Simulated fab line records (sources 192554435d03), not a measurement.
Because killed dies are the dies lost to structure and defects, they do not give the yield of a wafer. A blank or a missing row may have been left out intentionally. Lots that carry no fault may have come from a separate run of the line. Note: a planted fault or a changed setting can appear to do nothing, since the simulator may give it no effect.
Chamber matching / flow n5-finfet / 4 sister chambers for N5_HKMG_FIN_ALD_21 on ald-metal-04
The step deposits TiN, target thk 1.5 nm, pulse time 1 s, purge time 3 s. 22 wafers are shown with their chamber, then 11 later ones without.

## WAFERS WITH THEIR CHAMBER
wafer=L076.1; chamber=0; heater-power-w (W)=900; susceptor-temp-C (C)=399.77; precursor-pulse-height-rel=1.003
wafer=L076.2; chamber=2; heater-power-w (W)=1000; susceptor-temp-C (C)=400.03; precursor-pulse-height-rel=1.021
wafer=L076.5; chamber=2; heater-power-w (W)=985; susceptor-temp-C (C)=400.25; precursor-pulse-height-rel=1.003
wafer=L078.2; chamber=1; heater-power-w (W)=783; susceptor-temp-C (C)=399.72; precursor-pulse-height-rel=0.992
wafer=L078.4; chamber=0; heater-power-w (W)=889; susceptor-temp-C (C)=400.10; precursor-pulse-height-rel=1.026
wafer=L078.5; chamber=3; heater-power-w (W)=822; susceptor-temp-C (C)=399.80; precursor-pulse-height-rel=0.991
wafer=L079.1; chamber=2; heater-power-w (W)=989; susceptor-temp-C (C)=400.18; precursor-pulse-height-rel=1.003
wafer=L079.2; chamber=0; heater-power-w (W)=901; susceptor-temp-C (C)=399.88; precursor-pulse-height-rel=1.008
wafer=L079.6; chamber=3; heater-power-w (W)=843; susceptor-temp-C (C)=400.04; precursor-pulse-height-rel=0.975
wafer=L081.3; chamber=3; heater-power-w (W)=866; susceptor-temp-C (C)=400.13; precursor-pulse-height-rel=1.026
wafer=L081.4; chamber=1; heater-power-w (W)=790; susceptor-temp-C (C)=399.65; precursor-pulse-height-rel=1.019
wafer=L081.5; chamber=1; heater-power-w (W)=805; susceptor-temp-C (C)=399.77; precursor-pulse-height-rel=0.999
wafer=L084.1; chamber=0; heater-power-w (W)=899; susceptor-temp-C (C)=399.78; precursor-pulse-height-rel=0.993
wafer=L084.3; chamber=3; heater-power-w (W)=842; susceptor-temp-C (C)=399.96; precursor-pulse-height-rel=1.014
wafer=L084.6; chamber=0; heater-power-w (W)=910; susceptor-temp-C (C)=400.09; precursor-pulse-height-rel=1.003
wafer=L085.1; chamber=0; heater-power-w (W)=907; susceptor-temp-C (C)=399.88; precursor-pulse-height-rel=1.028
wafer=L085.2; chamber=2; heater-power-w (W)=978; susceptor-temp-C (C)=400.13; precursor-pulse-height-rel=1.000
wafer=L085.6; chamber=3; heater-power-w (W)=854; susceptor-temp-C (C)=399.57; precursor-pulse-height-rel=0.991
wafer=L087.3; chamber=0; heater-power-w (W)=895; susceptor-temp-C (C)=400.21; precursor-pulse-height-rel=1.030
wafer=L087.5; chamber=3; heater-power-w (W)=853; susceptor-temp-C (C)=400.49; precursor-pulse-height-rel=0.973
wafer=L087.6; chamber=2; heater-power-w (W)=1003; susceptor-temp-C (C)=400.16; precursor-pulse-height-rel=0.990
wafer=L089.1; chamber=0; heater-power-w (W)=905; susceptor-temp-C (C)=399.41; precursor-pulse-height-rel=0.978

SIGNATURES (means of the wafers above)
reading=heater-power-w; chamber 0=900.75; chamber 1=792.67; chamber 2=991.00; chamber 3=846.67; scatter within a chamber=10.8
reading=susceptor-temp-C; chamber 0=399.8900; chamber 1=399.7133; chamber 2=400.1500; chamber 3=399.9983; scatter within a chamber=0.231
reading=precursor-pulse-height-rel; chamber 0=1.00862; chamber 1=1.00333; chamber 2=1.00340; chamber 3=0.99500; scatter within a chamber=0.0175
Rule: for a wafer and a chamber, the distance is found by dividing, reading by reading, the gap between the wafer's reading and the chamber's mean by the reading's scatter, squaring, summing and taking the root. The wafer belongs to the nearest chamber; if the next one is less than 2 further off, it can't be placed. How the scatter is found: for the shown wafers, subtract from each reading the mean of its chamber, square and add these, divide the total by (wafers less chambers), then take the root.

## WAFERS MISSING THEIR CHAMBER
wafer=L089.3; heater-power-w (W)=782; susceptor-temp-C (C)=399.93; precursor-pulse-height-rel=0.975
wafer=L089.4; heater-power-w (W)=992; susceptor-temp-C (C)=400.34; precursor-pulse-height-rel=1.021
wafer=L093.1; heater-power-w (W)=894; susceptor-temp-C (C)=400.04; precursor-pulse-height-rel=0.945
wafer=L093.4; heater-power-w (W)=998; susceptor-temp-C (C)=399.77; precursor-pulse-height-rel=1.008
wafer=L093.5; heater-power-w (W)=985; susceptor-temp-C (C)=399.87; precursor-pulse-height-rel=0.981
wafer=L095.2; heater-power-w (W)=992; susceptor-temp-C (C)=400.19; precursor-pulse-height-rel=1.000
wafer=L095.3; heater-power-w (W)=823; susceptor-temp-C (C)=399.95; precursor-pulse-height-rel=1.010
wafer=L095.5; heater-power-w (W)=895; susceptor-temp-C (C)=399.84; precursor-pulse-height-rel=1.006
wafer=L096.1; heater-power-w (W)=921; susceptor-temp-C (C)=399.66; precursor-pulse-height-rel=1.015
wafer=L096.3; heater-power-w (W)=805; susceptor-temp-C (C)=399.88; precursor-pulse-height-rel=0.974
wafer=L096.5; heater-power-w (W)=914; susceptor-temp-C (C)=399.42; precursor-pulse-height-rel=0.975

## THE CHAMBER EACH PASSED THROUGH
wafer=L089.3; from the rows above=1; in truth=1
wafer=L089.4; from the rows above=2; in truth=2
wafer=L093.1; from the rows above=can't be placed: 0 or 3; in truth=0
wafer=L093.4; from the rows above=2; in truth=2
wafer=L093.5; from the rows above=2; in truth=2
wafer=L095.2; from the rows above=2; in truth=2
wafer=L095.3; from the rows above=can't be placed: 3 or 1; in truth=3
wafer=L095.5; from the rows above=0; in truth=0
wafer=L096.1; from the rows above=0; in truth=0
wafer=L096.3; from the rows above=can't be placed: 1 or 3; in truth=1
wafer=L096.5; from the rows above=0; in truth=0
Placed correctly: 8 of 11. Can't be placed from these rows: 3 (the true chamber is among the candidates in 3). Placed wrongly: 0.
